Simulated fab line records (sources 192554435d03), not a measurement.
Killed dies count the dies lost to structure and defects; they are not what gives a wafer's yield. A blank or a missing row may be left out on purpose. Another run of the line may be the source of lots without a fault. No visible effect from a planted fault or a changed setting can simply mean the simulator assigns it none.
The same fault as seen by 2 desks / flow n5_finfet / what lay behind the numbers comes last; until then each desk has only its own

== FROM THE METROLOGY DESK ==
What the gauges read, lot by lot, whatever tool the lot ran on: means of the sampled wafers that have a number. Marked OUT: a lot whose mean sits more than 4 standard deviations from the usual mean, which makes it out of limits; the brackets give that distance.
Columns: A = M6_THK at N5_BEOL_M6_THK_MEAS_53, usual 80.1 nm; B = M6_RS at N5_BEOL_M6_RS_MEAS_57, usual 0.285 ohm/sq
lot=L423; first seen here=day 9 12:13; A=76.5; B=0.303
lot=L434; first seen here=day 12 03:13; A=76.8; B=0.297
lot=L440; first seen here=day 14 03:19; A=83.5; B=0.275
lot=L445; first seen here=day 15 06:18; A=80.2; B=0.283
lot=L444; first seen here=day 15 09:28; A=79.0; B=0.289
This desk's finding: nothing out of limits on any of the 5 lots.

== AT THE TOOL OWNER'S DESK: pecvd-04 ==
The tool's own readings at N5_BEOL_M6_DEP_56 (deposits SiCN from 3MS/NH3, target thk 10 nm, time 17.5 s): means of the sampled wafers that have a number, for each lot that ran on this tool. Marked OUT: a lot whose mean sits more than 4 standard deviations from the usual mean, which makes it out of limits; the brackets give that distance.
Columns: A = showerhead_plenum_p_Torr at N5_BEOL_M6_DEP_56, usual 3.658 Torr; B = throttle_valve_pct at N5_BEOL_M6_DEP_56, usual 9.1 %
lot=L423; first seen here=day 9 12:17; A=3.645; B=9.3
lot=L434; first seen here=day 12 03:18; A=3.657; B=8.5
lot=L445; first seen here=day 15 06:22; A=3.651; B=9.6
lot=L444; first seen here=day 15 09:31; A=3.648; B=8.5
This desk's finding: nothing out of limits on any of the 4 lots.

== TAKEN TOGETHER ==
Nothing out of limits was seen by the metrology desk.
Nothing out of limits was seen by the tool owner's desk.

== WHAT HAD BEEN PUT IN BY THE SIMULATOR ==
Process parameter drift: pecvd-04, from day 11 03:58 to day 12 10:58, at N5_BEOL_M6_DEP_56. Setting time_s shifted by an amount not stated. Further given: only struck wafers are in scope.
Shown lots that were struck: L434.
